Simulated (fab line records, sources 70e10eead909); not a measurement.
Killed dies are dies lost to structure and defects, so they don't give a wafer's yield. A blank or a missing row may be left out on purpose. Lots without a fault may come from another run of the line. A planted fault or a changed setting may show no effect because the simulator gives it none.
fab line records | flow nand_harc
record lots=14 wafers=42 last_day=34
route steps=1302 shown P_CONTACT@237 P_M0@276
lots that met no fault: from a run of the same line without faults
start_h: hours from the record's first day to the start of the lot's first wafer shown | wait_h: hours since the lot's step before | " the same as in the row above | L1.1+2: a row that stands for several wafers | - no value, or no start given | * or withheld: withheld | < > ~ a bound
route shown NAME@n: a module of which the file shows steps, and the number in the route of the first | usual: mean/standard deviation of fault-free wafers | same: alike in all rows | chamber/n: place in a boat | sites: the reading at each site | _std_site: their standard deviation | _edge_site: outer sites' mean less inner sites' | radius_mm: how far each site lies from the wafer's centre | mask NAME#n: copy n | behind: the tool/chamber that last shaped the wafer | hold: why the lot was held/for how many hours/how that ended | device: the transistor (n, p or np) that didn't switch | end of line: the same wafers' tests at the end of the route | a step without rows: its recipe alone | killed: dies lost to structure and defects at the first sort, not the wafer's yield | map: a wafer's dies, x killed, . not, _ none there
set.NAME: the setting as run; set.NAME@STEP: as run at that earlier step | model.NAME: the simulator's own value behind a step, which no gauge read
steps of the route over a sample of lots; a table a step, a row a wafer
services: from which hour (start_h, from the record's first day; less than 0 if before it) a tool's chamber was out of use, for how many hours, and why
## steps
# step NHARC_P_CONTACT_ETCH_36
# recipe target_depth_a=2600 over_etch_frac=0.25 time_s=406.25 ion_energy_ev=200 n2_flow_sccm=150 h2_flow_sccm=150 ar_flow_sccm=0 rf_w=400 bias_w=150 chemistry=N2/H2
# usual drypump_motor_current_A=6.0/0.42 oes_product_au=1.002/0.014 rf_vpp_V=431.0/2.1 showerhead_plenum_p_Torr=2.06/0.078 throttle_valve_pct=14.171/0.0098
# columns lot.wafer tool chamber start_h wait_h drypump_motor_current_A oes_product_au rf_hours_counter_h rf_vpp_V showerhead_plenum_p_Torr throttle_valve_pct
L542.1 rie_diel-12 0 - - 5.9 0.993 1.7 431.5 2.11 14.180
L542.2 " 1 " " 6.5 0.992 2.1 431.0 2.03 14.182
L542.5 " 1 " " 6.5 0.985 - 429.4 2.03 14.176
L544.2 rie_diel-12 1 - - 6.5 0.998 3.0 429.7 2.03 14.189
L544.6 " 1 " " 6.5 0.991 - 430.9 2.03 14.181
L544.5 " 0 " " 5.9 1.004 - 433.3 2.11 14.168
L545.1 rie_diel-12 2 - - 5.7 1.013 2.7 430.2 2.03 14.169
L545.2 " 0 " " 6.0 1.004 3.4 432.2 2.11 14.174
L545.4 " 0 " " 6.0 1.007 - 431.5 2.11 14.161
L546.3 rie_diel-12 1 - - 6.5 0.991 4.4 431.5 2.03 14.167
L546.4 " 1 " " 6.5 0.997 - 430.9 2.03 14.170
L546.6 " 2 " " 5.7 1.019 - 430.5 2.03 14.171
L547.2 rie_diel-07 0 - - 5.8 0.980 0.8 433.9 2.18 14.167
L547.1 " 1 " " 5.0 1.004 0.7 432.4 2.11 14.179
L547.6 " 3 " " 5.7 0.986 - 431.2 2.08 14.169
L548.4 rie_diel-10 2 - - 5.6 0.999 2.5 427.1 1.93 14.167
L548.1 " 1 " " 6.8 1.023 2.7 433.3 2.16 14.164
L548.6 " 3 " " 6.3 1.009 - 433.5 2.14 14.172
L549.4 rie_diel-10 2 - - 5.5 0.987 3.1 428.4 1.93 14.177
L549.1 " 3 " " 6.3 1.008 2.5 433.2 2.13 14.177
L549.6 " 1 " " 6.7 1.016 - 433.2 2.16 14.178
L555.4 rie_diel-12 0 - - 6.0 0.995 8.4 432.2 2.11 14.152
L555.2 " 3 " " 6.4 1.012 6.1 431.7 2.07 14.160
L555.6 " 0 " " 6.0 0.986 - 433.6 2.11 14.179
L557.4 rie_diel-12 2 - - 5.7 1.023 9.4 431.4 2.02 14.177
L557.3 " 3 " " 6.4 1.020 7.9 432.0 2.07 14.176
L557.5 " 2 " " 5.7 1.023 - 430.1 2.02 14.180
L559.3 rie_diel-10 3 - - 6.3 0.999 0.3 433.6 2.13 14.163
L559.5 " 1 " " 6.7 1.013 - 433.9 2.16 14.172
L559.6 " 2 " " 5.5 1.008 - 427.0 1.93 14.172
L562.2 rie_diel-10 2 - - 5.6 1.003 1.1 428.1 1.93 14.158
L562.5 " 2 " " 5.6 0.999 - 427.5 1.93 14.155
L562.6 " 3 " " 6.3 0.994 - 433.1 2.13 14.172
L563.2 rie_diel-12 0 - - 5.9 0.985 2.8 434.0 2.11 14.156
L563.3 " 1 " " 6.5 0.984 2.4 431.7 2.03 14.187
L563.6 " 3 " " 6.3 1.006 - 429.8 2.07 14.181
L564.1 rie_diel-10 0 - - 6.2 1.014 1.8 427.3 1.96 14.173
L564.3 " 1 " " 6.7 1.006 1.0 433.2 2.16 14.180
L564.6 " 0 " " 6.2 1.014 - 428.1 1.96 14.176
L565.2 rie_diel-07 3 - - 5.7 0.988 1.1 432.1 2.08 14.150
L565.5 " 0 " " 5.8 0.993 - 432.2 2.18 14.158
L565.6 " 2 " " 6.1 0.996 - 428.2 1.92 14.179
# step NHARC_P_CONTACT_ETCH_18
# recipe target_depth_a=4810 time_s=240.5 c4f8_flow_sccm=20 o2_flow_sccm=10 ar_flow_sccm=withheld rf_w=600 bias_w=1500 chemistry=C4F8/O2/Ar
# usual oes_product_au=0.955/0.023 rf_vpp_V=979/4.9
# columns lot.wafer tool chamber start_h wait_h oes_product_au rf_hours_counter_h rf_vpp_V
L542.1 rie_diel-12 1 - - 0.957 2.3 978
L542.2 " 2 " " 0.989 1.3 977
L542.5 " 0 " " 0.956 - 983
L544.2 rie_diel-12 0 - - 0.954 3.0 982
L544.5 " 0 " " 0.955 - 983
L544.6 " 2 " " 0.979 - 976
L545.2 rie_diel-12 1 - - 0.949 3.8 978
L545.1 " 0 " " 0.951 3.6 982
L545.4 " 2 " " 0.972 - 976
L546.3 rie_diel-12 1 - - 0.930 4.6 977
L546.6 " 1 " " 0.927 - 978
L546.4 " 2 " " 0.953 - 978
L547.2 rie_diel-07 3 - - 0.946 1.1 981
L547.1 " 2 " " 0.966 1.1 971
L547.6 " 0 " " 0.952 - 988
L548.4 rie_diel-10 3 - - 0.936 2.0 983
L548.1 " 1 " " 0.942 2.8 985
L548.6 " 2 " " 0.910 - 971
L549.1 rie_diel-10 3 - - 0.981 2.6 984
L549.4 " 1 " " 0.972 3.4 986
L549.6 " 0 " " 0.959 - 973
L555.4 rie_diel-12 2 - - 0.939 7.8 976
L555.2 " 0 " " 0.921 8.6 981
L555.6 " 3 " " 0.948 - 980
L557.4 rie_diel-12 3 - - 0.983 8.1 977
L557.3 " 0 " " 0.967 10.1 982
L557.5 " 0 " " 0.969 - 983
L559.3 rie_diel-10 1 - - 0.961 0.4 986
L559.5 " 3 " " 0.932 - 983
L559.6 " 0 " " 0.944 - 974
L562.2 rie_diel-10 2 - - 0.962 1.3 972
L562.6 " 3 " " 0.948 - 984
L562.5 " 0 " " 0.963 - 974
L563.3 rie_diel-12 1 - - 0.957 2.5 976
L563.2 " 2 " " 0.993 2.7 978
L563.6 " 0 " " 0.952 - 983
L564.3 rie_diel-10 2 - - 0.970 2.0 971
L564.1 " 3 " " 0.953 2.1 984
L564.6 " 3 " " 0.950 - 983
L565.2 rie_diel-07 2 - - 0.927 1.3 971
L565.5 " 3 " " 0.915 - 981
L565.6 " 0 " " 0.915 - 987
# step NHARC_P_CONTACT_DEGAS_38
# recipe temp_c=300 time_s=60
# usual heater_power_w=448/49
# columns lot.wafer tool chamber start_h wait_h heater_power_w
L542.2 pvd_sputter-02 - 122.23 - 387
L542.1 " - " " 546
L542.5 " - " " 489
L544.2 pvd_sputter-03 - 138.74 - 412
L544.6 " - " " 426
L544.5 " - " " 425
L545.4 pvd_sputter-02 - 144.76 - 384
L545.2 " - " " 492
L545.1 " - " " 425
L546.4 pvd_sputter-02 - 158.47 - 429
L546.3 " - " " 533
L546.6 " - " " 382
L547.2 pvd_sputter-01 - 173.43 - 448
L547.1 " - " " 457
L547.6 " - " " 551
L548.1 pvd_sputter-02 - 174.37 - 375
L548.4 " - " " 525
L548.6 " - " " 399
L549.4 pvd_sputter-03 - 188.56 - 441
L549.1 " - " " 403
L549.6 " - " " 428
L555.4 pvd_sputter-02 - 249.31 - 540
L555.2 " - " " 386
L555.6 " - " " 421
L557.3 pvd_sputter-03 - 266.51 - 420
L557.4 " - " " 435
L557.5 " - " " 425
L559.3 pvd_sputter-03 - 282.91 - 438
L559.5 " - " " 432
L559.6 " - " " 409
L562.2 pvd_sputter-02 - 318.51 - 529
L562.5 " - " " 518
L562.6 " - " " 441
L563.3 pvd_sputter-02 - 325.64 - 473
L563.2 " - " " 520
L563.6 " - " " 491
L564.3 pvd_sputter-03 - 339.33 - 412
L564.1 " - " " 429
L564.6 " - " " 407
L565.2 pvd_sputter-01 - 354.64 - 438
L565.6 " - " " 436
L565.5 " - " " 452
# step NHARC_P_M0_ECD_22
# recipe target_thk_a=4000 bath_temp_c=25 material=Cu
# columns lot.wafer tool chamber start_h wait_h
L542.1+2+5 ecd_cu-02 0,1,0 126.13 -
L544.2+5+6 ecd_cu-01 0,1,0 142.65 -
L545.1+2+4 ecd_cu-01 1,0,1 148.67 -
L546.4+3+6 ecd_cu-02 0,1,1 164.36 -
L547.2+1+6 ecd_cu-01 0,1,0 177.27 -
L548.1+4+6 ecd_cu-02 0,0,1 178.24 -
L549.1+4+6 ecd_cu-01 0,1,1 192.29 -
L555.2+4+6 ecd_cu-01 1,0,0 253.60 -
L557.4+3+5 ecd_cu-01 1,0,1 270.62 -
L559.3+6+5 ecd_cu-02 1,0,1 287.08 -
L562.2+6+5 ecd_cu-02 0,1,0 322.45 -
L563.2+3+6 ecd_cu-01 1 329.71 -
L564.1+3+6 ecd_cu-02 0,1,0 343.32 -
L565.2+5+6 ecd_cu-01 0,0,1 359.06 -
# step NHARC_P_M0_CMP_23
# recipe t_overpolish_s=20 target_thk_nm=117.54
# usual motor_current_A=12.0/1.3 time_to_endpoint_s=28.4/2.7
# same t_overpolish_s=20
# columns lot.wafer tool chamber start_h wait_h motor_current_A time_to_endpoint_s
L542.2 cmp-03 2 126.90 - 11.1 30.8
L542.1 " 3 " " 12.7 27.1
L542.5 " 1 " " 11.5 30.2
L544.2 cmp-02 3 143.35 - 15.2 33.2
L544.5 " 2 " " 12.1 29.6
L544.6 " 3 " " 14.1 30.2
L545.2 cmp-02 3 149.43 - 14.4 29.9
L545.1 " 0 " " 10.8 27.2
L545.4 " 1 " " 12.4 33.0
L546.3 cmp-01 1 165.02 - 12.9 28.7
L546.4 " 3 " " 10.7 26.7
L546.6 " 0 " " 12.8 30.7
L547.1 cmp-01 0 178.04 - 13.4 34.4
L547.2 " 2 " " 13.5 29.7
L547.6 " 0 " " 13.1 35.6
L548.4 cmp-03 0 178.99 - 10.9 28.1
L548.1 " 2 " " 10.8 27.1
L548.6 " 3 " " 13.5 25.3
L549.1 cmp-01 3 193.01 - 10.6 25.8
L549.4 " 2 " " 12.7 27.2
L549.6 " 3 " " 11.0 27.3
L555.2 cmp-02 1 254.30 - 12.5 28.0
L555.4 " 3 " " 14.4 7.2
L555.6 " 1 " " 12.3 10.4
L557.4 cmp-01 3 271.24 - 10.8 23.8
L557.3 " 2 " " 12.5 9.9
L557.5 " 0 " " 12.7 30.3
L559.3 cmp-03 0 287.65 - 10.3 26.3
L559.5 " 0 " " 10.8 25.5
L559.6 " 1 " " 11.0 30.7
L562.2 cmp-02 2 323.13 - 10.8 27.9
L562.6 " 2 " " 10.6 27.4
L562.5 " 3 " " 14.3 28.6
L563.2 cmp-03 1 330.40 - 11.6 32.3
L563.3 " 0 " " 10.9 30.1
L563.6 " 1 " " 11.2 31.5
L564.1 cmp-03 2 344.08 - 10.8 30.7
L564.3 " 0 " " 10.6 26.5
L564.6 " 3 " " 12.7 25.8
L565.2 cmp-01 0 359.80 - 13.1 30.6
L565.6 " 3 " " 10.8 25.5
L565.5 " 0 " " 12.0 31.7
## services
# columns tool chamber start_h hours kind
rie_diel-10 3 97.83 5.7 repair
pvd_sputter-02 - 104.00 10.0 pm
rie_diel-12 3 134.20 29.8 repair
ecd_cu-01 - 137.45 1.8 repair
ecd_cu-01 - 160.00 8.0 pm
ecd_cu-02 - 161.92 1.7 repair
rie_diel-12 2 165.69 20.1 repair
pvd_sputter-02 - 183.48 7.7 repair
ecd_cu-01 - 187.44 0.3 repair
ecd_cu-02 - 201.20 5.8 repair
ecd_cu-01 - 202.96 2.6 repair
rie_diel-12 - 218.04 0.4 repair
rie_diel-12 0 227.54 5.6 repair
rie_diel-10 0 240.26 5.1 repair
rie_diel-10 - 242.50 9.0 pm
rie_diel-10 1 252.31 6.8 repair
rie_diel-10 0 254.83 9.8 repair
rie_diel-12 - 268.40 9.0 pm
pvd_sputter-02 - 282.00 10.0 pm
ecd_cu-01 - 285.85 1.8 repair
rie_diel-12 2 293.96 1.9 repair
rie_diel-10 1 313.67 14.9 repair
rie_diel-12 3 335.88 17.3 repair
ecd_cu-01 - 336.27 8.0 pm
## key
first_sign step=NHARC_P_M0_CMP_23 reading=time_to_endpoint_s direction=down sigmas=7.3 usual=* struck=*
effect none on later readings
met_at NHARC_P_M0_ECD_22
struck_lots L555,L557
struck_wafers L555.4,L555.6,L557.3
later_rows_left_out L555.4,L555.6,L557.3
sort_left_out L555.4,L555.6,L557.3
not_acting_at NHARC_P_CONTACT_ETCH_36,NHARC_P_CONTACT_ETCH_18,NHARC_P_CONTACT_DEGAS_38
onset_between 192.29 253.60
fault kind=process_parameter_drift tool=ecd_cu-01 chamber=0 onset_h=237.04 steps=NHARC_P_M0_ECD_22 channel=target_thk_a offset=* shape=step end_h=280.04 acts_in=* stated=*
# sort_left_out: the simulated sort isn't trusted on such a fault, so these wafers' sort isn't shown, and their yield isn't known
# later_rows_left_out: the simulator's readings of these wafers behind a module that went badly wrong aren't trusted and aren't shown, but for the sort
